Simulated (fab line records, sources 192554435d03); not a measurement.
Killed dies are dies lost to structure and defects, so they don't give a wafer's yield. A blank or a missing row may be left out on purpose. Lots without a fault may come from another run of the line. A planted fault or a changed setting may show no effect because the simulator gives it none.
Chamber matching | flow n5_finfet | N5_BEOL_M6_ETCH_66 on rie_diel-06: 4 sister chambers
The step etches SOC in N2/H2, target depth 80 nm, overetch 16 nm, time 120 s. 16 wafers are shown with their chamber, then 8 later ones without.

WAFERS WITH THEIR CHAMBER
wafer  | chamber | showerhead_plenum_p_Torr (Torr) | throttle_valve_pct (%) | oes_product_au (a.u.)
L080.4 | 3       | 2.55                            | 17.62                  | 0.62
L080.5 | 0       | 2.50                            | 17.71                  | 0.62
L080.6 | 2       | 2.54                            | 17.86                  | 0.62
L082.1 | 0       | 2.50                            | 17.72                  | 0.62
L082.3 | 2       | 2.54                            | 17.87                  | 0.61
L082.5 | 1       | 2.60                            | 17.54                  | 0.75
L084.3 | 0       | 2.50                            | 17.73                  | 0.62
L084.4 | 1       | 2.59                            | 17.55                  | 0.73
L084.5 | 0       | 2.50                            | 17.72                  | 0.62
L086.2 | 1       | 2.59                            | 17.56                  | 0.72
L086.5 | 2       | 2.54                            | 17.87                  | 0.61
L086.6 | 1       | 2.59                            | 17.55                  | 0.71
L088.2 | 3       | 2.55                            | 17.66                  | 0.61
L088.4 | 2       | 2.54                            | 17.89                  | 0.61
L088.6 | 0       | 2.50                            | 17.73                  | 0.61
L087.1 | 1       | 2.59                            | 17.55                  | 0.71

SIGNATURES (means of the wafers above)
reading                  | chamber 0 | chamber 1 | chamber 2 | chamber 3 | scatter within a chamber
showerhead_plenum_p_Torr | 2.5000    | 2.5920    | 2.5400    | 2.5500    | 0.00258
throttle_valve_pct       | 17.7220   | 17.5500   | 17.8725   | 17.6400   | 0.0121
oes_product_au           | 0.6180    | 0.7240    | 0.6125    | 0.6150    | 0.0105
Rule: a wafer's distance from a chamber is the root of the sum, over the readings, of the square of ((its reading less the chamber's mean) divided by the reading's scatter). The wafer belongs to the nearest chamber; if the next one is less than 2 further off, it can't be placed. The scatter: the root of (the sum of the squares of (reading less its chamber's mean) over the shown wafers, divided by (wafers less chambers)).

WAFERS WITHOUT THEIR CHAMBER
wafer  | showerhead_plenum_p_Torr (Torr) | throttle_valve_pct (%) | oes_product_au (a.u.)
L087.4 | 2.53                            | 17.90                  | 0.60
L087.5 | 2.49                            | 17.73                  | 0.61
L095.1 | 2.53                            | 17.90                  | 0.59
L095.4 | 2.59                            | 17.59                  | 0.69
L095.5 | 2.49                            | 17.76                  | 0.61
L096.1 | 2.54                            | 17.69                  | 0.59
L096.2 | 2.58                            | 17.58                  | 0.68
L096.3 | 2.49                            | 17.78                  | 0.60

WHICH CHAMBER EACH WENT THROUGH
wafer  | from the rows above | in truth
L087.4 | 2                   | 2
L087.5 | 0                   | 0
L095.1 | 2                   | 2
L095.4 | 1                   | 1
L095.5 | 0                   | 0
L096.1 | 3                   | 3
L096.2 | 1                   | 1
L096.3 | 0                   | 0
Placed correctly: 8 of 8. Can't be placed from these rows: 0. Placed wrongly: 0.
